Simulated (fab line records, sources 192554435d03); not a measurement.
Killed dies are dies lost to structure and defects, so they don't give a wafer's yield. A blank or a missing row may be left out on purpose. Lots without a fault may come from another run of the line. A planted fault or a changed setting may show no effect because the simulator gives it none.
Chamber matching | flow n5_finfet | N5_BEOL_M5_ETCH_62 on rie_diel-03: 4 sister chambers
The step etches SOC in N2/H2, target depth 75 nm, overetch 15 nm, time 112.5 s. 4 wafers are shown with their chamber, then 8 later ones without.

WAFERS WITH THEIR CHAMBER
wafer  | chamber | drypump_motor_current_A (A)
L086.1 | 2       | 5.4
L086.2 | 3       | 4.7
L086.3 | 1       | 5.9
L090.3 | 0       | 5.2

WAFERS WITHOUT THEIR CHAMBER
wafer  | drypump_motor_current_A (A)
L090.5 | 5.9
L090.6 | 5.4
L093.1 | 6.0
L093.3 | 5.4
L093.6 | 5.9
L095.3 | 5.9
L095.4 | 5.9
L095.5 | 5.2

WHICH CHAMBER EACH WENT THROUGH
wafer  | from the rows above | in truth
L090.5 | 1                   | 1
L090.6 | 2                   | 2
L093.1 | 1                   | 1
L093.3 | 2                   | 2
L093.6 | 1                   | 1
L095.3 | 1                   | 1
L095.4 | 1                   | 1
L095.5 | 0                   | 0
Placed correctly: 8 of 8. Can't be placed from these rows: 0. Placed wrongly: 0.
How it was worked out, from the rows above alone: a wafer's distance from a chamber is the root of the sum, over the readings, of the square of ((its reading less the chamber's mean) divided by the reading's scatter). The wafer belongs to the nearest chamber; if the next one is less than 2 further off, it can't be placed. A chamber's mean is the mean of its shown wafers. The scatter: with one shown wafer a chamber, the root of the mean of the squares of how far each hidden wafer lies from its nearest shown one.
